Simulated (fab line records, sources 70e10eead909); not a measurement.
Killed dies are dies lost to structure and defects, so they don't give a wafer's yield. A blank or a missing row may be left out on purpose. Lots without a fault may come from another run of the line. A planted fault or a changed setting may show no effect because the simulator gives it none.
A struck lot beside a sound one | flow nand_harc | 43 steps out of a route of 1302
Sound: wafers L638.3, L638.4, L638.5. Struck: wafers L647.2, L647.5. (L647.1 of the same lot was not struck and is left out.) The cause comes at the end.
At each step with rows: each side's tool, then ch and its chambers, then its first start. Under that, the readings that differ: sound wafers | struck wafers | difference of the means | sigmas: that difference in standard deviations of wafers without a fault.
alike: readings whose means differ by less than 2 such deviations, and words and numbers that are the same on both sides. not compared: withheld readings, readings that some wafer has no value for, bounds like >300 that may hide the same value, and numbers for which the record gives no deviation and whose values overlap.
The two part at a step that has a row with sigmas, a row that says differs or no value, or rows on one side only. Numbers that don't overlap but have no deviation are shown without sigmas and don't part them. A reading that every wafer of one side lacks parts them only if that side has two wafers or more.

first, 2 steps without rows for these wafers: NHARC_A_CONTACT_PEB_40 (peb time 65 s); NHARC_A_CONTACT_DEVELOP_41 (develop time 35 s).
NHARC_A_CONTACT_CD_MEAS_42: target cd 300 nm.
  sound on cd_sem-01 ch 0, day 23 04:22; struck on cd_sem-03 ch 0, day 27 08:09
  alike: cd_nm
NHARC_A_CONTACT_OVL_MEAS_43:
  sound on overlay-02, day 23 04:27; struck on overlay-02, day 27 08:14
  alike: overlay_x_nm, overlay_y_nm
NHARC_A_CONTACT_INSPECT_44:
  sound on defect_inspect-02, day 23 04:29; struck on defect_inspect-02, day 27 08:16
  alike: raw_defect_count
then, 1 step without rows for these wafers: NHARC_A_CONTACT_DESCUM_47 (chemistry O2, time 3 s).
NHARC_A_CONTACT_ETCH_48: etches the open film in CF4, target depth 39 nm, time 65 s.
  sound on rie_diel-12 ch 0,1,3, day 23 04:38; struck on rie_diel-03 ch 1,2, day 27 08:25
  alike: drypump_motor_current_A, oes_product_au, rf_fwd_power_W, rf_vpp_V, showerhead_plenum_p_Torr, throttle_valve_pct
  not compared: rf_hours_counter_h
then, 2 steps without rows for these wafers: NHARC_A_CONTACT_ETCH_49 (etches the open film in N2/H2, target depth 260 nm, time 475.3 s); NHARC_A_CONTACT_ETCH_50 (etches the open film in CF4/CHF3, target depth 121 nm, time 60.5 s).
NHARC_A_CONTACT_ETCH_51: etches the open film in O2/COS, target depth 7000 nm, time 1820 s.
  sound on rie_diel-12 ch 1,3; struck on rie_diel-03 ch 1,3
  alike: cos_flow_sccm, drypump_motor_current_A, oes_product_au, rf_fwd_power_W, rf_vpp_V, showerhead_plenum_p_Torr, throttle_valve_pct
  not compared: rf_hours_counter_h
then, 2 steps without rows for these wafers: NHARC_A_CONTACT_ETCH_111 (etches the open film in C4F8/O2/Ar, time 140 s, target depth 700 nm); NHARC_A_CONTACT_ETCH_112 (etches the open film in C4F8/O2/Ar, time 190 s, target depth 1850 nm).
NHARC_A_CONTACT_ETCH_113: etches the open film in C4F8/O2/Ar, time 190 s, target depth 1850 nm.
  sound on har_cap_etch-02 ch 0,1, day 23 06:48; struck on har_cap_etch-01 ch 1, day 27 13:19
  not compared: rf_hours_counter_h
then, 1 step without rows for these wafers: NHARC_A_CONTACT_ETCH_114 (etches the open film in C4F8/O2/Ar, time 190 s, target depth 1850 nm).
NHARC_A_CONTACT_ETCH_115: etches the open film in C4F8/O2/Ar, time 190 s, target depth 1850 nm.
  sound on har_cap_etch-02 ch 0,1, day 23 07:08; struck on har_cap_etch-01 ch 1, day 27 13:39
  not compared: rf_hours_counter_h
then, 1 step without rows for these wafers: NHARC_A_CONTACT_ETCH_116 (etches the open film in C4F8/O2/Ar, time 190 s, target depth 1850 nm).
NHARC_A_CONTACT_ETCH_117: etches the open film in C4F8/O2/Ar, time 190 s, target depth 1850 nm.
  sound on har_cap_etch-02 ch 0,1, day 23 07:29; struck on har_cap_etch-01 ch 1, day 27 14:00
  not compared: rf_hours_counter_h
NHARC_A_CONTACT_ETCH_118: etches the open film in C4F8/O2/Ar, time 190 s, target depth 1850 nm.
  sound on har_cap_etch-02 ch 0,1, day 23 07:39; struck on har_cap_etch-01 ch 1, day 27 14:10
  not compared: rf_hours_counter_h
then, 7 steps without rows for these wafers: NHARC_A_CONTACT_ETCH_119 (etches the open film in C4F8/O2/Ar, time 190 s, target depth 1850 nm); NHARC_A_CONTACT_ETCH_120 (etches the open film in C4F8/O2/Ar, time 190 s, target depth 1850 nm); NHARC_A_CONTACT_ETCH_121 (etches the open film in C4F8/O2/Ar, time 190 s, target depth 1850 nm); NHARC_A_CONTACT_ETCH_122 (etches the open film in C4F8/O2/Ar, time 190 s, target depth 1850 nm); NHARC_A_CONTACT_ETCH_123 (etches the open film in C4F8/O2/Ar, time 490 s, target depth 2110 nm); NHARC_A_CONTACT_ETCH_90 (etches the open film in CH3F/O2, target depth 40 nm, time 85.7 s); NHARC_A_CONTACT_ETCH_96 (etches the open film in C4F6/O2, target depth 20 nm, time 10 s).
NHARC_A_CONTACT_CD_MEAS_53:
  sound on cd_sem-02, day 23 09:47; struck on cd_sem-03, day 27 16:13
  alike: cd_nm
then, 16 steps without rows for these wafers: NHARC_A_CONTACT_STRIP_99 (strips in N2/H2); NHARC_A_CONTACT_STRIP_100 (strips in CF4/CHF3); NHARC_A_CONTACT_STRIP_101 (strips in O2/COS); NHARC_A_CONTACT_ETCH_102 (etches the open film in CF4/O2, target depth 100 nm, overetch 10 nm, time 55 s); NHARC_A_CONTACT_STRIP_55 (strips in O2); NHARC_A_CONTACT_STRIP_56 (strips in post etch residue remover, time 600 s); NHARC_A_CONTACT_DEP_57 (deposits aC, target thk 5300 nm); NHARC_A_CONTACT_DEP_58 (deposits SiON, target thk 90 nm); NHARC_A_CONTACT_DEHYDRATE_59 (time 120 s); NHARC_A_CONTACT_HMDS_60 (time 30 s); NHARC_A_CONTACT_COAT_61 (time 75 s); NHARC_A_CONTACT_COAT_62 (time 65 s); NHARC_A_CONTACT_COAT_63 (resist thk 90 nm); NHARC_A_CONTACT_SOFTBAKE_64 (time 55 s); NHARC_A_CONTACT_EBR_65; NHARC_A_CONTACT_EXPOSE_66 (exposes mask A CC 2).
-- the record jumps here: 3 days lie between the struck wafers' starts before and after (it left off in module A_CONTACT and takes up again in module END, whose first step shown is number 1302 of the route) --
NHARC_END_SORT_01:
  the record has rows for the struck wafers here (prober-01 ch 0, day 30 13:10) and none for the sound ones

WHERE THEY PART
Only at NHARC_END_SORT_01, within this record.

WHY: what the simulator had put in
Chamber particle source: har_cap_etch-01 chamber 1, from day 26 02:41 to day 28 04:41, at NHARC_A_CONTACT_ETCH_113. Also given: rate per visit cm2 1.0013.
